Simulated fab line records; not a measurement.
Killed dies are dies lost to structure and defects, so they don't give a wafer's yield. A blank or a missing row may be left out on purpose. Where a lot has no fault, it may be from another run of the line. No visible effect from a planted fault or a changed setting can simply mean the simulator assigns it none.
Which tool is to blame?	flow n5Finfet	10 lots with 30 wafers sampled at 3 steps, on a route of 1938 steps

WHAT EACH GAUGE READ, for each wafer
N5_BEOL_M15_RS_MEAS_54: measures by four-point-probe. Usual: M15_RS gives 0.0215 ohm/sq (standard deviation 0.00034).
lot	measured	on	M15_RS (ohm/sq)	flag
L192	day 11 08:41	filmMetro-02	0.0212 0.0218 0.0217	
L193	day 11 22:38	filmMetro-02	0.0216 0.0221 0.0214	
L194	day 11 14:08	filmMetro-02	0.0216 0.0219 0.0219	
L201	day 14 02:53	filmMetro-01	0.0214 0.0210 0.0213	
L203	day 14 18:24	filmMetro-01	0.0217 0.0215 0.0213	
L204	day 15 11:25	filmMetro-01	0.0218 0.0210 0.0215	
L206	day 15 18:24	filmMetro-02	0.0218 0.0213 0.0218	
L212	day 17 07:08	filmMetro-01	0.0222 0.0213 0.0216	
L213	day 17 09:16	filmMetro-01	0.0216 0.0216 0.0220	
L214	day 17 15:14	filmMetro-02	0.0210 0.0218 0.0217	

N5_BEOL_M15_RC_MEAS_101. Usual: etestTempC 24.98 C, standard deviation 0.092; COMB_M10 1.49e-11 S/m, standard deviation 3e-12; COMB_M10_max_site 2.1e-11 S/m, standard deviation 4.2e-12; COMB_M11 1.6e-11 S/m, standard deviation 3.2e-12; COMB_M12 6.7e-12 S/m, standard deviation 1.6e-12; COMB_M13 5.3e-12 S/m, standard deviation 1.6e-12; COMB_M14 4e-12 S/m, standard deviation 1.3e-12; COMB_M15 2.8e-12 S/m, standard deviation 1.2e-12; COMB_M5 3.7e-11 S/m, standard deviation 7.6e-12; COMB_M6 2.5e-11 S/m, standard deviation 5e-12; COMB_M7 2.6e-11 S/m, standard deviation 5.6e-12; COMB_M8 2.6e-11 S/m, standard deviation 5.3e-12; COMB_M9 1.5e-11 S/m, standard deviation 3.1e-12; SERP_M10 3.05 ohm/um, standard deviation 0.085; SERP_M11 3.03 ohm/um, standard deviation 0.073; SERP_M12 0.646 ohm/um, standard deviation 0.017; SERP_M13 0.310 ohm/um, standard deviation 0.0058; SERP_M14 0.159 ohm/um, standard deviation 0.005; SERP_M5 39.1 ohm/um, standard deviation 1.9; SERP_M6 13.8 ohm/um, standard deviation 0.63; SERP_M7 13.6 ohm/um, standard deviation 0.48; SERP_M8 13.7 ohm/um, standard deviation 0.56; SERP_M9 3.09 ohm/um, standard deviation 0.079.
lot	measured	on	etestTempC (C)	COMB_M10 (S/m)	COMB_M10_max_site (S/m)	COMB_M11 (S/m)	COMB_M12 (S/m)	COMB_M13 (S/m)	COMB_M14 (S/m)	COMB_M15 (S/m)	COMB_M5 (S/m)	COMB_M6 (S/m)	COMB_M7 (S/m)	COMB_M8 (S/m)	COMB_M9 (S/m)	SERP_M10 (ohm/um)	SERP_M11 (ohm/um)	SERP_M12 (ohm/um)	SERP_M13 (ohm/um)	SERP_M14 (ohm/um)	SERP_M5 (ohm/um)	SERP_M6 (ohm/um)	SERP_M7 (ohm/um)	SERP_M8 (ohm/um)	SERP_M9 (ohm/um)	flag
L192	day 11 08:44	prober-01	24.85 24.98 24.96	1.83e-11 1.45e-11 1.32e-11	2.3e-11 2.3e-11 2.3e-11	1.4e-11 1.2e-11 1.7e-11	5.9e-12 7.2e-12 5.9e-12	3.5e-12 3.2e-12 2.9e-12	2.7e-12 2.2e-12 2.6e-12	1.4e-12 1.4e-12 1.7e-12	2.3e-11 3.6e-11 2.2e-11	2.8e-11 2.1e-11 2.1e-11	1.9e-11 2.6e-11 2.4e-11	2.4e-11 2.8e-11 3.2e-11	9e-12 1.3e-11 1.1e-11	3.15 3.11 3.09	3.17 3.07 3.09	0.665 0.649 0.651	0.316 0.318 0.318	0.163 0.166 0.163	37.8 39.3 39.3	14.1 14.3 14.1	14.6 13.8 13.8	14.0 13.6 13.1	2.95 3.18 3.09	
L193	day 11 22:41	prober-01	24.98 24.98 24.96	1.32e-11 1.09e-11 1.53e-11	1.8e-11 1.3e-11 2.1e-11	1.5e-11 1.1e-11 1.1e-11	5e-12 8.1e-12 6.8e-12	8.1e-12 4.2e-12 4.6e-12	3e-12 3.9e-12 3.3e-12	1.2e-12 2.4e-12 2.1e-12	2.7e-11 3.9e-11 4.1e-11	2.3e-11 2.5e-11 3.3e-11	2.9e-11 2.7e-11 3.4e-11	2.9e-11 2.6e-11 2e-11	1.3e-11 1.3e-11 1.5e-11	3.09 3.01 2.98	3.06 2.97 3.04	0.645 0.682 0.633	0.312 0.302 0.302	0.165 0.166 0.155	39.0 39.0 40.3	14.8 14.3 15.2	13.6 13.9 13.8	14.3 14.6 13.7	3.07 3.12 3.10	
L194	day 11 14:11	prober-02	24.95 24.85 24.83	1.73e-11 1.08e-11 1.66e-11	2.2e-11 1.4e-11 2.3e-11	1.8e-11 1.8e-11 1.5e-11	5.5e-12 6.2e-12 6.3e-12	4.8e-12 5.8e-12 5.9e-12	6.3e-12 5.2e-12 4.5e-12	3.1e-12 3.8e-12 3.2e-12	4.4e-11 2.9e-11 3.7e-11	3.4e-11 2.8e-11 2.7e-11	2.8e-11 2.5e-11 2.8e-11	2.1e-11 2e-11 1.7e-11	1.6e-11 1.6e-11 1.2e-11	3.03 3.11 2.99	2.93 3.04 3.03	0.663 0.635 0.661	0.317 0.314 0.314	0.156 0.165 0.151	42.0 37.9 38.5	14.3 14.1 13.3	13.9 13.2 12.9	13.9 13.9 13.3	3.16 3.10 3.03	
L201	day 14 03:05	prober-02	24.89 24.88 24.80	1.13e-11 1.56e-11 1.7e-11	2.5e-11 2e-11 2.2e-11	1.6e-11 1.8e-11 1.3e-11	7.1e-12 6.4e-12 7.6e-12	6.2e-12 7.3e-12 6.3e-12	5.7e-12 6e-12 5.5e-12	3.5e-12 4.2e-12 4.3e-12	4.2e-11 3.3e-11 3.6e-11	3.4e-11 2.7e-11 3e-11	2.9e-11 2.5e-11 3.7e-11	2.5e-11 2.6e-11 3.2e-11	1.4e-11 1.2e-11 1.4e-11	2.93 2.95 3.10	3.09 3.12 2.93	0.664 0.642 0.657	0.311 0.301 0.311	0.167 0.158 0.159	37.0 37.3 38.7	13.7 13.6 14.0	14.1 13.8 13.8	14.4 13.2 14.6	3.06 3.08 3.05	
L203	day 14 18:28	prober-01	24.95 25.08 25.08	1.81e-11 1.11e-11 1.27e-11	2.4e-11 1.8e-11 1.6e-11	1.8e-11 1.5e-11 1.5e-11	5.1e-12 4.8e-12 4.6e-12	4.2e-12 3.2e-12 2.9e-12	3.1e-12 3.8e-12 3.3e-12	1.7e-12 1.7e-12 1.4e-12	2.4e-11 3.3e-11 3.8e-11	1.9e-11 2.9e-11 2.7e-11	2.9e-11 2.2e-11 1.7e-11	2.7e-11 2.7e-11 2.2e-11	1.5e-11 2e-11 1.5e-11	2.81 2.90 2.97	2.98 2.93 2.95	0.614 0.652 0.653	0.305 0.300 0.318	0.150 0.163 0.152	40.3 39.8 37.3	13.3 13.8 14.4	13.9 12.9 13.1	14.0 13.2 13.5	3.08 3.07 3.07	
L204	day 15 11:28	prober-01	24.97 24.95 24.88	1e-11 1.55e-11 1.72e-11	2.2e-11 2.2e-11 2.9e-11	2.9e-11 2.4e-11 1.7e-11	5.2e-12 6.3e-12 8.3e-12	5.5e-12 4e-12 4.4e-12	3.1e-12 2.4e-12 3.3e-12	1.7e-12 1.5e-12 2.8e-12	3.7e-11 2.6e-11 5.1e-11	1.7e-11 1.5e-11 1.5e-11	2.7e-11 3.2e-11 2.1e-11	1.7e-11 2.4e-11 2.6e-11	1.5e-11 1.1e-11 1.3e-11	3.11 2.94 2.97	2.99 3.03 3.09	0.642 0.661 0.680	0.322 0.301 0.309	0.167 0.158 0.158	39.1 38.7 36.7	13.4 14.1 13.4	13.4 13.6 13.6	14.1 13.4 13.5	3.25 3.11 3.06	
L206	day 15 18:27	prober-01	24.97 24.92 25.03	1.49e-11 1.6e-11 1.75e-11	1.8e-11 2.1e-11 2.7e-11	1.7e-11 1.4e-11 1.6e-11	5.4e-12 9e-12 4.7e-12	4.1e-12 3.8e-12 4.6e-12	2.1e-12 3.1e-12 2.8e-12	2.4e-12 1.8e-12 1.6e-12	4.3e-11 2.1e-11 4.2e-11	3.8e-11 2.3e-11 2.6e-11	2.4e-11 3.1e-11 2.8e-11	2.1e-11 1.8e-11 2.8e-11	1.5e-11 1.4e-11 1.6e-11	2.99 3.01 3.01	3.05 3.10 3.11	0.651 0.638 0.622	0.318 0.307 0.314	0.154 0.162 0.166	38.0 41.3 37.4	12.8 13.1 12.5	13.6 13.4 13.5	13.7 14.6 13.6	3.09 3.04 3.08	
L212	day 17 07:14	prober-01	24.90 24.83 24.99	1.21e-11 1.37e-11 1.51e-11	1.6e-11 1.6e-11 2.2e-11	1.6e-11 1.5e-11 1.2e-11	5.5e-12 5.3e-12 5.9e-12	6.7e-12 4.2e-12 3.5e-12	2.5e-12 3.7e-12 2.4e-12	1.4e-12 1.4e-12 1.5e-12	3.7e-11 3.7e-11 3.2e-11	2.8e-11 2.7e-11 2.9e-11	2.2e-11 3.2e-11 2.1e-11	2.4e-11 1.6e-11 2.4e-11	1.2e-11 1.5e-11 1.2e-11	2.95 2.98 2.96	2.95 3.06 3.02	0.666 0.638 0.656	0.310 0.303 0.302	0.155 0.160 0.158	37.4 41.0 40.6	12.6 14.0 13.1	13.5 13.0 13.3	12.7 12.7 14.0	2.99 3.08 3.08	
L213	day 17 09:37	prober-01	25.10 24.90 25.14	1.6e-11 9.7e-12 1.23e-11	1.7e-11 1.6e-11 2.2e-11	1.2e-11 1.6e-11 1.5e-11	5.1e-12 5.2e-12 7.2e-12	5.9e-12 5.2e-12 4.4e-12	3e-12 2.5e-12 3.8e-12	1.1e-12 1.5e-12 2.3e-12	3.8e-11 3.6e-11 3.8e-11	2e-11 2.7e-11 1.7e-11	2e-11 2.2e-11 1.9e-11	2.7e-11 4e-11 3.2e-11	1.8e-11 1.6e-11 2.2e-11	3.00 2.95 2.90	3.01 3.04 3.17	0.632 0.619 0.670	0.309 0.310 0.309	0.161 0.154 0.158	38.2 42.0 38.6	12.8 12.9 13.8	12.5 12.8 13.7	13.4 13.1 14.4	3.01 2.98 3.06	
L214	day 17 15:17	prober-01	25.05 25.04 25.01	1.11e-11 1.33e-11 1.04e-11	1.6e-11 1.6e-11 1.5e-11	2.1e-11 1.5e-11 1e-11	4.4e-12 5.7e-12 4.9e-12	3.5e-12 3.9e-12 6.4e-12	1.9e-12 3.1e-12 2.8e-12	2.4e-12 1.8e-12 1.9e-12	2.8e-11 2.8e-11 4.2e-11	2.3e-11 2.6e-11 2.3e-11	2.3e-11 2.5e-11 3e-11	2.9e-11 2.9e-11 3e-11	1.7e-11 2.2e-11 1.3e-11	2.93 2.99 3.03	3.01 2.95 2.97	0.646 0.636 0.637	0.312 0.318 0.317	0.160 0.156 0.155	37.4 38.8 38.5	13.1 12.9 13.5	13.0 13.1 14.3	13.9 13.2 13.4	3.01 3.19 3.01	

EACH LOT AND THE TOOL THAT RAN IT (in order: tool; ch and the chambers of the sampled wafers; start)
lot	N5_MOL_CONTACT_COAG_SPUTTER_130
L192	pvdSputter-03, day 4 20:05
L193	pvdSputter-01, day 5 01:42
L194	pvdSputter-03, day 5 14:25
L201	pvdSputter-01, day 7 04:31
L203	pvdSputter-01, day 7 23:25
L204	pvdSputter-03, day 7 23:26
L206	pvdSputter-03, day 8 23:08
L212	pvdSputter-03, day 9 21:16
L213	pvdSputter-03, day 10 12:23
L214	pvdSputter-02, day 10 12:34
- N5_MOL_CONTACT_COAG_SPUTTER_130: material Co, target thk 47.5 nm.

AS READ BY THE TOOLS THEMSELVES (means over the sampled wafers that have a number; for cases with no such wafer, the mark the record gives instead)
N5_MOL_CONTACT_COAG_SPUTTER_130. Usual: susceptorTempC 24.99 C, standard deviation 0.11; throttleValvePct 30.1 %, standard deviation 0.96.
lot	tool	susceptorTempC (C)	throttleValvePct (%)	flag
L192	pvdSputter-03	24.99	30.8	
L193	pvdSputter-01	25.00	30.1	
L194	pvdSputter-03	24.90	30.5	
L201	pvdSputter-01	24.92	30.5	
L203	pvdSputter-01	25.00	30.4	
L204	pvdSputter-03	25.00	30.3	
L206	pvdSputter-03	25.08	29.9	
L212	pvdSputter-03	25.14	30.1	
L213	pvdSputter-03	25.01	31.0	
L214	pvdSputter-02	25.04	28.7	

THE ANSWER, worked out from the rows above alone
Rule: a lot counts as off when the mean over its wafers that have a number is more than 3 standard deviations away from the usual mean. A lot without any number at a reading at which 4 lots or more have one is off too. All remaining lots with rows at the step are treated as sound. First the gauges in route order, then the tools' own readings, where a lot's mean is used as printed above. The first step at which some lot is off is used, and at that step the reading that is off furthest; a lot without a number counts as furthest.
Across all readings shown, no lot is off: no conclusion can be drawn from this.

WHAT HAD BEEN PUT IN BY THE SIMULATOR
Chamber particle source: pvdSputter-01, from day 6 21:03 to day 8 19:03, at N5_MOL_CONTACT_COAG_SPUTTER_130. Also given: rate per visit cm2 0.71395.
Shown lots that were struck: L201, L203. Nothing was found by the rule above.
